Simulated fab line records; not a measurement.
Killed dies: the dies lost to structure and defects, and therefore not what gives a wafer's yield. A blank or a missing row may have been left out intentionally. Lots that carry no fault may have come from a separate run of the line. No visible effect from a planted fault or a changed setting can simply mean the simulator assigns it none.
Which tool is to blame? || flow n5_finfet || 9 lots, 26 wafers sampled, at 4 steps of a route of 1938

== WHAT THE GAUGES READ, wafer by wafer ==
N5_SD_EPI_N_CD_MEAS_09 targets a cd of 120 nm.
{"lot": "L318", "measured": "day 3 05:52", "on": "cd_sem-01", "cd_nm (nm)": "119.6 119.6 119.1"}
{"lot": "L319", "measured": "day 3 12:48", "on": "cd_sem-03", "cd_nm (nm)": "120.1 119.8 120.1"}
{"lot": "L321", "measured": "day 4 00:42", "on": "cd_sem-02", "cd_nm (nm)": "109.8 109.8 110.1"}
{"lot": "L324", "measured": "day 4 17:46", "on": "cd_sem-01", "cd_nm (nm)": "109.8 109.7 110.5"}
{"lot": "L333", "measured": "day 7 03:50", "on": "cd_sem-02", "cd_nm (nm)": "121.5 120.6 121.1"}
{"lot": "L335", "measured": "day 7 15:11", "on": "cd_sem-01", "cd_nm (nm)": "120.4 121.5 121.1"}
{"lot": "L336", "measured": "day 7 17:17", "on": "cd_sem-02", "cd_nm (nm)": "120.8 120.0 120.0"}
{"lot": "L338", "measured": "day 8 07:06", "on": "cd_sem-03", "cd_nm (nm)": "120.5 120.6"}
{"lot": "L339", "measured": "day 8 14:23", "on": "cd_sem-01", "cd_nm (nm)": "121.5 120.9 121.2"}

== TOOL THAT RAN EACH LOT (tool first, then ch and the chambers of the sampled wafers, then the start) ==
{"lot": "L318", "N5_DUMMY_GATE_STRIP_41": "rie_diel-01 ch 0,2,3, day 3 04:07", "N5_DUMMY_GATE_ETCH_42": "rie_diel-02 ch 1,2,3, day 3 04:34", "N5_SD_EPI_N_PEB_07": "litho_track-02 ch 0, day 3 05:48"}
{"lot": "L319", "N5_DUMMY_GATE_STRIP_41": "rie_diel-06 ch 0,1,2, day 3 11:06", "N5_DUMMY_GATE_ETCH_42": "rie_diel-06 ch 0,1,2, day 3 11:40", "N5_SD_EPI_N_PEB_07": "litho_track-02 ch 0, day 3 12:44"}
{"lot": "L321", "N5_DUMMY_GATE_STRIP_41": "rie_diel-06 ch 0,1,3, day 3 22:52", "N5_DUMMY_GATE_ETCH_42": "rie_diel-01 ch 0,3, day 3 23:28", "N5_SD_EPI_N_PEB_07": "litho_track-02 ch 0, day 4 00:38"}
{"lot": "L324", "N5_DUMMY_GATE_STRIP_41": "rie_diel-01 ch 0,1, day 4 16:11", "N5_DUMMY_GATE_ETCH_42": "rie_diel-06 ch 2,3, day 4 16:39", "N5_SD_EPI_N_PEB_07": "litho_track-02 ch 0, day 4 17:41"}
{"lot": "L333", "N5_DUMMY_GATE_STRIP_41": "rie_diel-01 ch 0,1,3, day 7 02:08", "N5_DUMMY_GATE_ETCH_42": "rie_diel-06 ch 1,3, day 7 02:35", "N5_SD_EPI_N_PEB_07": "litho_track-03 ch 0, day 7 03:46"}
{"lot": "L335", "N5_DUMMY_GATE_STRIP_41": "rie_diel-06 ch 1,2,3, day 7 11:14", "N5_DUMMY_GATE_ETCH_42": "rie_diel-01 ch 0,2, day 7 11:41", "N5_SD_EPI_N_PEB_07": "litho_track-01 ch 0, day 7 15:07"}
{"lot": "L336", "N5_DUMMY_GATE_STRIP_41": "rie_diel-06 ch 0,1,2, day 7 15:36", "N5_DUMMY_GATE_ETCH_42": "rie_diel-01 ch 1,2, day 7 16:03", "N5_SD_EPI_N_PEB_07": "litho_track-02 ch 0, day 7 17:14"}
{"lot": "L338", "N5_DUMMY_GATE_STRIP_41": "rie_diel-02 ch 0,3, day 8 05:32", "N5_DUMMY_GATE_ETCH_42": "rie_diel-02 ch 0,1, day 8 05:59", "N5_SD_EPI_N_PEB_07": "litho_track-03 ch 0, day 8 07:02"}
{"lot": "L339", "N5_DUMMY_GATE_STRIP_41": "rie_diel-02 ch 0,2,3, day 8 12:37", "N5_DUMMY_GATE_ETCH_42": "rie_diel-06 ch 1,2,3, day 8 13:04", "N5_SD_EPI_N_PEB_07": "litho_track-03 ch 0, day 8 14:19"}
- N5_DUMMY_GATE_STRIP_41: strips in O2.
- N5_DUMMY_GATE_ETCH_42: etches SiO2 in CHF3/O2, target depth 3.5 nm, time 31 s.
- N5_SD_EPI_N_PEB_07: peb time 60 s.

== THE ANSWER, worked out from the rows above alone ==
Rule: what is usual is taken from the lots themselves. Put in order of their means at a reading, lots are off if they are a third of the lots or fewer, leave a main group of 4 or more, and stand apart from it by a gap of 3 or more times the standard deviation of the main group's means; of several such gaps the widest counts. A main group whose means are all the same, to the digits that the tables above print for the reading, isn't used. Also off: a lot with no number at a reading for which 4 or more lots have one. All remaining lots with rows at the step are treated as sound.
Off: L321, L324, at N5_SD_EPI_N_CD_MEAS_09 (cd_nm). For the main group the mean is 120.5 nm and the standard deviation 0.6.
A tool fits if, at a process step before that reading, it ran every lot that is off, and no sound lot after the first of them. The gauges at N5_SD_EPI_N_CD_MEAS_09 are tried like those tools. No candidate that was tried fits.

== WHAT THE SIMULATOR HAD INSERTED ==
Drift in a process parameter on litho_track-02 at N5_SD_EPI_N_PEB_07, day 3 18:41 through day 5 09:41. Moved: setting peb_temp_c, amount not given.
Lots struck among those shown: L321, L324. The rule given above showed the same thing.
